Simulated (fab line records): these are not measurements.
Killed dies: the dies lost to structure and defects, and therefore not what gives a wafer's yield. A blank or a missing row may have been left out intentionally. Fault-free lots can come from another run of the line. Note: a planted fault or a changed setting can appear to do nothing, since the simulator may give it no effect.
Matching of chambers ; flow n5 finfet ; N5_ILD0_CMP_12 on cmp-04 has 4 sister chambers
The step polishes SiNx, stops on poly-Si, t overpolish 6 s, target thk 17.67 nm. 4 wafers are shown with their chamber, then 7 later ones without.

## EACH WAFER AND ITS CHAMBER
wafer;chamber;motor current A (A)
L076.4;0;8.1
L081.2;1;10.9
L085.2;2;8.4
L085.4;3;9.0

## WAFERS MISSING THEIR CHAMBER
wafer;motor current A (A)
L085.5;8.0
L094.2;9.0
L094.3;10.7
L094.5;8.6
L097.1;8.1
L097.2;9.2
L097.4;10.6

## WHICH CHAMBER EACH WENT THROUGH
wafer;from the rows above;in truth
L085.5;can't be placed: 0 or 2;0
L094.2;3;3
L094.3;1;1
L094.5;can't be placed: 2 or 3 or 0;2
L097.1;can't be placed: 0 or 2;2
L097.2;3;3
L097.4;1;1
Correct placement for 4 of the 7. These rows do not allow placing 3 (true chamber among the candidates in 3). 0 placed wrongly.
How it was worked out, from the rows above alone: a wafer's distance from a chamber is the root of the sum, over the readings, of the square of ((its reading less the chamber's mean) divided by the reading's scatter). The wafer belongs to the nearest chamber; if the next one is less than 2 further off, it can't be placed. Each chamber's mean is taken over the wafers shown for it. The scatter: with one shown wafer a chamber, the root of the mean of the squares of how far each hidden wafer lies from its nearest shown one.
